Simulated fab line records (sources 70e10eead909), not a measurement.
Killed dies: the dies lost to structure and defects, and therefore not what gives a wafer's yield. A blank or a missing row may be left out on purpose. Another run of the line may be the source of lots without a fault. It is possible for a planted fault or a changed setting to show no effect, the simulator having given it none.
Chamber matching | flow nandHarc | NHARC_A_CONTACT_ETCH_88 on rieDiel-08 has 4 sister chambers
The step etches the open film in CF4, target depth 39 nm, time 65 s. 27 wafers are shown with their chamber, then 12 later ones without.

## WAFERS, EACH WITH ITS CHAMBER
wafer  | chamber | showerheadPlenumPTorr (Torr) | drypumpMotorCurrentA (A) | oesProductAu (a.u.)
L074.3 | 1       | 1.79                         | 5.8                      | 0.997
L074.4 | 3       | 1.69                         | 5.3                      | 1.013
L074.5 | 3       | 1.69                         | 5.3                      | 1.017
L076.2 | 2       | 1.71                         | 5.4                      | 0.982
L076.5 | 3       | 1.68                         | 5.3                      | 1.019
L076.6 | 2       | 1.71                         | 5.3                      | 0.987
L077.1 | 1       | 1.79                         | 5.7                      | 0.985
L077.4 | 0       | 1.81                         | 6.8                      | 1.012
L077.5 | 3       | 1.68                         | 5.4                      | 1.019
L081.1 | 2       | 1.70                         | 5.4                      | 1.008
L081.4 | 1       | 1.79                         | 5.7                      | 0.985
L081.5 | 2       | 1.71                         | 5.3                      | 1.008
L083.1 | 2       | 1.70                         | 5.4                      | 1.006
L083.3 | 1       | 1.79                         | 5.7                      | 0.997
L083.6 | 3       | 1.68                         | 5.3                      | 1.012
L084.1 | 3       | 1.68                         | 5.4                      | 1.004
L084.2 | 1       | 1.79                         | 5.8                      | 1.000
L084.5 | 1       | 1.79                         | 5.8                      | 0.992
L085.2 | 0       | 1.81                         | 6.8                      | 0.999
L085.3 | 2       | 1.70                         | 5.3                      | 0.994
L085.6 | 1       | 1.79                         | 5.8                      | 1.001
L086.1 | 0       | 1.81                         | 6.8                      | 0.999
L086.4 | 2       | 1.70                         | 5.4                      | 0.998
L086.6 | 3       | 1.68                         | 5.3                      | 1.005
L088.4 | 1       | 1.79                         | 5.7                      | 0.995
L088.5 | 0       | 1.81                         | 6.8                      | 1.011
L088.6 | 3       | 1.68                         | 5.4                      | 1.004

SIGNATURES (averages over the wafers above)
reading               | chamber 0 | chamber 1 | chamber 2 | chamber 3 | scatter within a chamber
showerheadPlenumPTorr | 1.8100    | 1.7900    | 1.7043    | 1.6825    | 0.00374
drypumpMotorCurrentA  | 6.800     | 5.750     | 5.357     | 5.338     | 0.0493
oesProductAu          | 1.00525   | 0.99400   | 0.99757   | 1.01162   | 0.00775
Rule: a wafer lies at a distance from a chamber equal to the root of the sum of squares, over the readings, of (its reading less the chamber's mean, divided by the reading's scatter). If the next closest chamber is less than 2 further off than the closest, the wafer can't be placed; otherwise it belongs to the closest. The scatter: take each reading less its chamber's mean, square it, sum over the shown wafers, divide by the number of wafers less the number of chambers, and take the root.

## WAFERS WHOSE CHAMBER IS MISSING
wafer  | showerheadPlenumPTorr (Torr) | drypumpMotorCurrentA (A) | oesProductAu (a.u.)
L089.1 | 1.70                         | 5.4                      | 1.006
L089.2 | 1.79                         | 5.8                      | 0.986
L089.4 | 1.81                         | 6.8                      | 1.009
L090.3 | 1.68                         | 5.4                      | 1.008
L090.4 | 1.81                         | 6.8                      | 1.002
L090.5 | 1.70                         | 5.3                      | 0.995
L091.1 | 1.68                         | 5.3                      | 1.012
L091.4 | 1.70                         | 5.4                      | 1.012
L091.5 | 1.68                         | 5.3                      | 1.024
L093.1 | 1.78                         | 5.7                      | 0.982
L093.4 | 1.70                         | 5.4                      | 1.001
L093.5 | 1.81                         | 6.8                      | 1.004

## WHICH CHAMBER EACH WENT THROUGH
wafer  | from the rows above | in truth
L089.1 | 2                   | 2
L089.2 | 1                   | 1
L089.4 | 0                   | 0
L090.3 | 3                   | 3
L090.4 | 0                   | 0
L090.5 | 2                   | 2
L091.1 | 3                   | 3
L091.4 | 2                   | 2
L091.5 | 3                   | 3
L093.1 | 1                   | 1
L093.4 | 2                   | 2
L093.5 | 0                   | 0
Correct placement for 12 of the 12. From these rows, 0 cannot be placed. Wrongly placed: 0.
